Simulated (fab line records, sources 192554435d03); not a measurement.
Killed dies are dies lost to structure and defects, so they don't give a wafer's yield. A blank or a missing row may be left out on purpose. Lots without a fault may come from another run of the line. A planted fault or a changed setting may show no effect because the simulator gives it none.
fab line records | flow n5_finfet | part 1 of 2: steps 1 to 3 of 6
record lots=19 wafers=57 last_day=19
route steps=1938 shown BEOL_M8@1369 BEOL_M9@1418
lots that met no fault: from a run of the same line without faults
start_h: hours from the record's first day to the start of the lot's first wafer shown | wait_h: hours since the lot's step before | " the same as in the row above | L1.1+2: a row that stands for several wafers | - no value, or no start given | * or withheld: withheld | < > ~ a bound
route shown NAME@n: a module of which the file shows steps, and the number in the route of the first | usual: mean/standard deviation of fault-free wafers | same: alike in all rows | chamber/n: place in a boat | sites: the reading at each site | _std_site: their standard deviation | _edge_site: outer sites' mean less inner sites' | radius_mm: how far each site lies from the wafer's centre | mask NAME#n: copy n | behind: the tool/chamber that last shaped the wafer | hold: why the lot was held/for how many hours/how that ended | device: the transistor (n, p or np) that didn't switch | end of line: the same wafers' tests at the end of the route | a step without rows: its recipe alone | killed: dies lost to structure and defects at the first sort, not the wafer's yield | map: a wafer's dies, x killed, . not, _ none there
set.NAME: the setting as run; set.NAME@STEP: as run at that earlier step | model.NAME: the simulator's own value behind a step, which no gauge read
steps of the route over a sample of lots; a table a step, a row a wafer
services: from which hour (start_h, from the record's first day; less than 0 if before it) a tool's chamber was out of use, for how many hours, and why
## steps
# step N5_BEOL_M8_ETCH_72
# recipe chemistry=N2/H2 target=underlayer target_depth_a=65 mask_material=CAR-EUV time_s=5.2 ion_energy_ev=200 pressure_mtorr=30 source_w=840 bias_w=150 n2_flow_sccm=200 h2_flow_sccm=200 ends=cleared
# usual drypump_motor_current_A=5.5/0.38 etch_rf_on_time_s=5.18/0.077 oes_product_au=0.68/0.068 rf_vpp_V=524.7/2.4 showerhead_plenum_p_Torr=2.57/0.076 throttle_valve_pct=17.82/0.18
# columns lot.wafer tool chamber start_h wait_h drypump_motor_current_A etch_rf_on_time_s oes_product_au rf_hours_counter_h rf_vpp_V showerhead_plenum_p_Torr throttle_valve_pct
L074.2 rie_diel-04 2 196.18 0.0 5.4 5.11 0.72 72 524.2 2.58 17.92
L074.3 " 0 " " 5.7 5.24 0.59 227 523.4 2.50 17.92
L074.4 " 1 " " 5.4 5.09 0.75 39 521.7 2.49 17.85
L076.2 rie_diel-01 2 206.22 0.0 6.1 5.15 0.73 61 528.0 2.68 17.60
L076.3 " 1 " " 5.9 5.14 0.58 230 527.4 2.61 18.00
L076.5 " 0 " " 5.3 5.16 0.73 - 528.0 2.68 17.62
L075.4 rie_diel-01 3 214.77 0.0 5.7 5.13 0.74 54 521.6 2.48 17.63
L075.5 " 0 " " 5.3 5.16 0.73 - 528.0 2.68 17.64
L075.6 " 3 " " 5.7 5.11 0.74 - 523.6 2.48 17.65
L077.4 rie_diel-01 1 224.83 0.0 5.9 5.18 0.56 236 525.8 2.61 17.99
L077.5 " 2 " " 6.1 5.19 0.74 - 527.1 2.68 17.58
L077.6 " 1 " " 5.9 5.20 0.58 - 526.4 2.61 17.99
L078.1 rie_diel-01 2 237.68 0.0 6.1 5.14 0.73 72 527.7 2.68 17.59
L078.3 " 1 " " 5.9 5.09 0.58 241 527.8 2.61 17.99
L078.4 " 0 " " 5.3 5.13 0.73 79 528.1 2.68 17.64
L079.2 rie_diel-04 0 247.26 0.0 5.7 5.26 0.58 242 522.3 2.50 17.95
L079.5 " 3 " " 5.6 5.07 0.71 - 523.2 2.57 17.80
L079.6 " 0 " " 5.8 5.25 0.58 - 523.6 2.50 17.94
L080.2 rie_diel-02 0 253.85 0.0 5.7 5.10 0.58 248 525.7 2.62 18.42
L080.3 " 3 " " 5.1 5.29 0.61 201 525.6 2.63 17.82
L080.6 " 1 " " 4.7 5.19 0.68 - 523.8 2.55 18.08
L083.2 rie_diel-01 3 261.03 0.0 5.7 5.25 0.72 64 520.3 2.47 17.66
L083.3 " 1 " " 5.9 5.16 0.57 244 526.2 2.61 18.01
L083.6 " 3 " " 5.7 5.20 0.72 - 522.1 2.47 17.68
L081.3 rie_diel-02 3 271.39 0.0 5.1 5.28 0.60 208 526.4 2.62 17.83
L081.5 " 1 " " 4.7 5.23 0.68 - 522.5 2.55 18.08
L081.6 " 3 " " 5.1 5.32 0.60 - 527.4 2.62 17.83
L084.2 rie_diel-01 3 281.91 0.0 5.7 5.27 0.72 72 520.5 2.47 17.70
L084.3 " 2 " " 6.1 5.20 0.72 82 528.3 2.67 17.64
L084.4 " 3 " " 5.7 5.29 0.70 - 523.2 2.47 17.67
L089.3 rie_diel-01 2 297.11 0.0 6.1 5.15 0.71 90 526.5 2.67 17.63
L089.4 " 2 " " 6.1 5.18 0.70 - 529.6 2.67 17.63
L089.5 " 3 " " 5.7 5.19 0.70 - 521.8 2.47 17.70
L086.4 rie_diel-01 3 297.51 0.0 5.7 5.25 0.69 80 522.2 2.47 17.70
L086.5 " 0 " " 5.3 5.20 0.71 - 525.9 2.67 17.67
L086.6 " 3 " " 5.7 5.24 0.71 - 522.8 2.47 17.70
L088.2 rie_diel-02 0 306.28 0.0 5.6 5.04 0.80 12 526.2 2.61 18.02
L088.3 " 3 " " 5.1 5.33 0.59 222 526.5 2.62 17.84
L088.5 " 2 " " 5.5 5.23 0.59 - 524.3 2.51 17.80
L090.2 rie_diel-01 0 313.31 0.0 5.3 5.16 0.70 99 527.6 2.67 17.67
L090.3 " 1 " " 5.9 5.12 0.83 4 528.3 2.60 17.55
L090.4 " 2 " " 6.1 5.17 0.70 95 527.9 2.67 17.61
L092.2 rie_diel-02 1 316.17 0.0 4.7 5.23 0.64 145 522.9 2.54 18.12
L092.5 " 1 " " 4.7 5.26 0.66 - 523.1 2.54 18.11
L092.6 " 2 " " 5.5 5.21 0.59 - 521.6 2.50 17.83
L091.1 rie_diel-01 0 323.20 0.0 5.3 5.13 0.70 103 527.6 2.67 17.69
L091.3 " 1 " " 5.9 5.15 0.82 8 526.0 2.60 17.57
L091.6 " 3 " " 5.7 5.25 0.71 - 523.4 2.46 17.74
L095.2 rie_diel-04 0 341.49 0.0 5.7 5.25 0.78 23 522.4 2.48 17.53
L095.3 " 2 " " 5.4 5.15 0.67 123 523.8 2.56 17.95
L095.6 " 0 " " 5.8 5.25 0.78 - 523.7 2.48 17.53
L097.1 rie_diel-04 0 351.83 0.0 5.7 5.28 0.78 26 522.7 2.48 17.54
L097.3 " 3 " " 5.6 5.17 0.67 112 523.3 2.55 17.90
L097.6 " 2 " " 5.4 5.16 0.68 - 524.2 2.56 17.97
L096.4 rie_diel-04 3 370.17 0.0 5.6 5.11 0.67 119 521.4 2.55 17.90
L096.5 " 2 " " 5.4 5.16 0.68 - 525.4 2.55 17.96
L096.6 " 1 " " 5.4 5.25 0.68 - 523.0 2.46 17.94
# step N5_BEOL_M8_ETCH_66
# recipe chemistry=N2/H2 target=SOC target_depth_a=800 overetch_a=160 mask_material=SiARC temp_c=40 time_s=120 ion_energy_ev=200 pressure_mtorr=30 source_w=840 bias_w=150 n2_flow_sccm=200 h2_flow_sccm=200
# usual drypump_motor_current_A=5.5/0.38 oes_product_au=0.61/0.059 rf_vpp_V=524.8/2.3 showerhead_plenum_p_Torr=2.57/0.076 throttle_valve_pct=17.78/0.18
# columns lot.wafer tool chamber start_h wait_h drypump_motor_current_A oes_product_au rf_hours_counter_h rf_vpp_V showerhead_plenum_p_Torr throttle_valve_pct
L074.2 rie_diel-04 2 196.22 0.0 5.4 0.64 72 524.6 2.58 17.84
L074.3 " 0 " " 5.8 0.54 227 522.1 2.50 17.87
L074.4 " 1 " " 5.4 0.67 39 521.9 2.49 17.80
L076.2 rie_diel-01 2 206.27 0.0 6.1 0.66 61 528.6 2.68 17.55
L076.3 " 1 " " 5.9 0.52 230 527.3 2.61 17.94
L076.5 " 0 " " 5.2 0.65 - 529.0 2.68 17.58
L075.4 rie_diel-01 3 214.81 0.0 5.7 0.66 54 523.8 2.48 17.62
L075.5 " 0 " " 5.2 0.65 - 526.5 2.68 17.58
L075.6 " 3 " " 5.7 0.66 - 521.9 2.48 17.62
L077.4 rie_diel-01 1 224.87 0.0 5.9 0.52 236 526.4 2.61 17.95
L077.5 " 2 " " 6.0 0.65 - 527.1 2.68 17.55
L077.6 " 1 " " 5.9 0.51 - 527.0 2.61 17.95
L078.1 rie_diel-01 2 237.72 0.0 6.1 0.65 72 528.1 2.68 17.58
L078.3 " 1 " " 5.9 0.51 241 526.0 2.61 17.96
L078.4 " 0 " " 5.3 0.65 79 526.6 2.68 17.59
L079.2 rie_diel-04 0 247.30 0.0 5.7 0.54 242 523.2 2.50 17.90
L079.5 " 3 " " 5.6 0.63 - 524.3 2.57 17.77
L079.6 " 0 " " 5.7 0.53 - 523.2 2.50 17.91
L080.2 rie_diel-02 0 253.89 0.0 5.7 0.52 248 526.5 2.62 18.38
L080.3 " 3 " " 5.1 0.56 201 526.0 2.63 17.78
L080.6 " 1 " " 4.7 0.60 - 524.3 2.55 18.05
L083.2 rie_diel-01 3 261.08 0.0 5.7 0.65 64 523.5 2.47 17.62
L083.3 " 1 " " 5.9 0.51 244 526.8 2.61 17.95
L083.6 " 3 " " 5.7 0.65 - 521.5 2.47 17.63
L081.3 rie_diel-02 3 271.43 0.0 5.1 0.55 208 524.8 2.62 17.79
L081.5 " 1 " " 4.7 0.61 - 523.5 2.55 18.03
L081.6 " 3 " " 5.1 0.55 - 525.5 2.62 17.79
L084.2 rie_diel-01 3 281.95 0.0 5.7 0.64 72 523.0 2.47 17.63
L084.3 " 2 " " 6.1 0.63 82 528.2 2.67 17.59
L084.4 " 3 " " 5.7 0.64 - 520.4 2.47 17.64
L089.3 rie_diel-01 2 297.15 0.0 6.1 0.63 90 526.9 2.67 17.60
L089.4 " 2 " " 6.1 0.63 - 527.9 2.67 17.60
L089.5 " 3 " " 5.7 0.64 - 522.3 2.47 17.67
L086.4 rie_diel-01 3 297.55 0.0 5.7 0.64 80 520.4 2.47 17.64
L086.5 " 0 " " 5.3 0.63 - 528.2 2.67 17.62
L086.6 " 3 " " 5.7 0.63 - 521.7 2.47 17.67
L088.2 rie_diel-02 0 306.32 0.0 5.7 0.72 12 525.8 2.61 17.96
L088.3 " 3 " " 5.1 0.55 222 526.6 2.62 17.82
L088.5 " 2 " " 5.5 0.54 - 522.4 2.51 17.76
L090.2 rie_diel-01 0 313.35 0.0 5.3 0.63 99 526.5 2.67 17.65
L090.3 " 1 " " 5.9 0.75 4 527.3 2.60 17.53
L090.4 " 2 " " 6.1 0.63 95 527.4 2.67 17.60
L092.2 rie_diel-02 1 316.22 0.0 4.7 0.59 145 524.7 2.54 18.07
L092.5 " 1 " " 4.7 0.59 - 523.2 2.54 18.08
L092.6 " 2 " " 5.5 0.53 - 524.2 2.50 17.78
L091.1 rie_diel-01 0 323.25 0.0 5.3 0.63 103 527.5 2.67 17.65
L091.3 " 1 " " 5.9 0.73 8 524.9 2.60 17.54
L091.6 " 3 " " 5.7 0.62 - 521.5 2.46 17.68
L095.2 rie_diel-04 0 341.54 0.0 5.7 0.71 23 523.3 2.48 17.50
L095.3 " 2 " " 5.4 0.61 123 525.5 2.56 17.92
L095.6 " 0 " " 5.8 0.70 - 522.9 2.48 17.50
L097.1 rie_diel-04 0 351.88 0.0 5.8 0.70 26 523.2 2.48 17.49
L097.3 " 3 " " 5.6 0.60 112 523.6 2.55 17.84
L097.6 " 2 " " 5.4 0.61 - 523.3 2.56 17.93
L096.4 rie_diel-04 3 370.21 0.0 5.6 0.59 119 524.2 2.55 17.85
L096.5 " 2 " " 5.4 0.60 - 524.3 2.55 17.94
L096.6 " 1 " " 5.4 0.61 - 521.9 2.46 17.90
# step N5_BEOL_M8_VIA_ETCH_34
# recipe chemistry=C4F6/O2 target=SiCOH_lowk target_depth_a=1255 mask_material=SOC taper_deg=4 time_s=50.5 ion_energy_ev=250 pressure_mtorr=30 source_w=345 bias_w=185 Ar_flow_sccm=300 C4F6_flow_sccm=10 O2_flow_sccm=10
# usual drypump_motor_current_A=5.5/0.38 mfc_ar_sccm=300.0/0.86 oes_o_777_au=0.80/0.08 oes_product_au=0.80/0.079 rf_vpp_V=667/10 showerhead_plenum_p_Torr=2.88/0.083 throttle_valve_pct=20.86/0.16
# columns lot.wafer tool chamber start_h wait_h drypump_motor_current_A mfc_ar_sccm oes_o_777_au oes_product_au rf_hours_counter_h rf_vpp_V showerhead_plenum_p_Torr throttle_valve_pct
L074.2 rie_diel-04 2 196.32 0.0 5.4 300.2 0.87 0.85 72 652 2.89 20.91
L074.3 " 0 " " 5.7 300.0 0.71 0.71 227 660 2.80 21.00
L074.4 " 1 " " 5.4 300.4 0.87 0.88 39 653 2.78 20.81
L076.2 rie_diel-01 2 206.37 0.0 6.1 299.6 0.86 0.86 61 676 3.00 20.67
L076.3 " 1 " " 5.9 299.9 0.68 0.67 230 670 2.93 20.98
L076.5 " 0 " " 5.3 300.5 0.84 0.86 - 685 3.00 20.67
L075.4 rie_diel-01 3 214.91 0.0 5.7 300.1 0.86 0.86 54 657 2.77 20.70
L075.5 " 0 " " 5.3 300.6 0.84 0.86 - 683 2.99 20.67
L075.6 " 3 " " 5.7 299.3 0.86 0.86 - 658 2.77 20.72
L077.4 rie_diel-01 1 224.97 0.0 5.9 300.1 0.67 0.67 236 668 2.92 20.98
L077.5 " 2 " " 6.1 298.2 0.85 0.85 - 676 3.00 20.69
L077.6 " 1 " " 5.9 300.6 0.67 0.68 - 669 2.92 20.99
L078.1 rie_diel-01 2 237.82 0.0 6.0 300.3 0.84 0.84 72 677 3.00 20.69
L078.3 " 1 " " 5.9 298.9 0.67 0.67 241 669 2.92 20.99
L078.4 " 0 " " 5.2 300.5 0.83 0.84 79 685 2.99 20.69
L079.2 rie_diel-04 0 247.40 0.0 5.7 300.9 0.70 0.69 242 659 2.80 21.02
L079.5 " 3 " " 5.6 300.4 0.83 0.82 - 660 2.88 20.95
L079.6 " 0 " " 5.8 300.8 0.70 0.69 - 660 2.80 21.03
L080.2 rie_diel-02 0 253.99 0.0 5.7 298.9 0.70 0.68 248 667 2.90 21.28
L080.3 " 3 " " 5.1 298.6 0.72 0.72 201 669 2.94 20.89
L080.6 " 1 " " 4.7 299.4 0.80 0.80 - 667 2.86 21.17
L083.2 rie_diel-01 3 261.18 0.0 5.7 299.4 0.85 0.85 64 658 2.77 20.73
L083.3 " 1 " " 5.9 300.3 0.66 0.67 244 670 2.92 21.00
L083.6 " 3 " " 5.7 300.2 0.85 0.85 - 660 2.77 20.73
L081.3 rie_diel-02 3 271.53 0.0 5.1 299.8 0.72 0.71 208 668 2.94 20.91
L081.5 " 1 " " 4.7 301.1 0.79 0.79 - 667 2.86 21.19
L081.6 " 3 " " 5.1 301.0 0.71 0.70 - 669 2.94 20.91
L084.2 rie_diel-01 3 282.06 0.0 5.7 299.1 0.83 0.83 72 657 2.76 20.74
L084.3 " 2 " " 6.1 299.4 0.83 0.83 82 675 2.99 20.71
L084.4 " 3 " " 5.7 299.6 0.84 0.84 - 659 2.76 20.73
L089.3 rie_diel-01 2 297.25 0.0 6.1 298.9 0.82 0.83 90 677 2.99 20.73
L089.4 " 2 " " 6.1 298.6 0.82 0.82 - 676 2.99 20.72
L089.5 " 3 " " 5.7 299.5 0.83 0.83 - 657 2.76 20.75
L086.4 rie_diel-01 3 297.65 0.0 5.7 300.2 0.83 0.82 80 658 2.76 20.75
L086.5 " 0 " " 5.3 300.9 0.81 0.83 - 686 2.98 20.69
L086.6 " 3 " " 5.7 298.7 0.83 0.83 - 658 2.76 20.73
L088.2 rie_diel-02 0 306.43 0.0 5.7 299.7 0.96 0.94 12 667 2.90 20.94
L088.3 " 3 " " 5.1 301.8 0.70 0.70 222 669 2.93 20.94
L088.5 " 2 " " 5.5 298.3 0.70 0.69 - 679 2.81 20.86
L090.2 rie_diel-01 0 313.45 0.0 5.3 299.4 0.81 0.83 99 684 2.98 20.70
L090.3 " 1 " " 5.9 300.7 0.97 0.97 4 670 2.92 20.64
L090.4 " 2 " " 6.1 300.4 0.81 0.82 95 677 2.98 20.74
L092.2 rie_diel-02 1 316.32 0.0 4.7 299.5 0.77 0.77 145 666 2.85 21.20
L092.5 " 1 " " 4.7 301.8 0.77 0.77 - 666 2.85 21.21
L092.6 " 2 " " 5.5 299.6 0.70 0.69 - 679 2.81 20.87
L091.1 rie_diel-01 0 323.35 0.0 5.2 301.1 0.81 0.82 103 685 2.98 20.71
L091.3 " 1 " " 5.9 299.5 0.93 0.95 8 668 2.91 20.65
L091.6 " 3 " " 5.7 300.1 0.82 0.82 - 659 2.76 20.78
L095.2 rie_diel-04 0 341.64 0.0 5.7 301.0 0.93 0.92 23 660 2.78 20.67
L095.3 " 2 " " 5.4 299.7 0.81 0.79 123 653 2.86 20.98
L095.6 " 0 " " 5.7 300.2 0.93 0.91 - 661 2.78 20.69
L097.1 rie_diel-04 0 351.98 0.0 5.8 299.2 0.92 0.91 26 661 2.78 20.70
L097.3 " 3 " " 5.6 300.6 0.79 0.78 112 659 2.87 20.99
L097.6 " 2 " " 5.4 299.7 0.81 0.79 - 653 2.86 21.00
L096.4 rie_diel-04 3 370.31 0.0 5.6 300.1 0.79 0.78 119 659 2.86 21.01
L096.5 " 2 " " 5.5 299.9 0.81 0.78 - 652 2.86 21.02
L096.6 " 1 " " 5.4 301.7 0.80 0.80 - 651 2.76 20.89
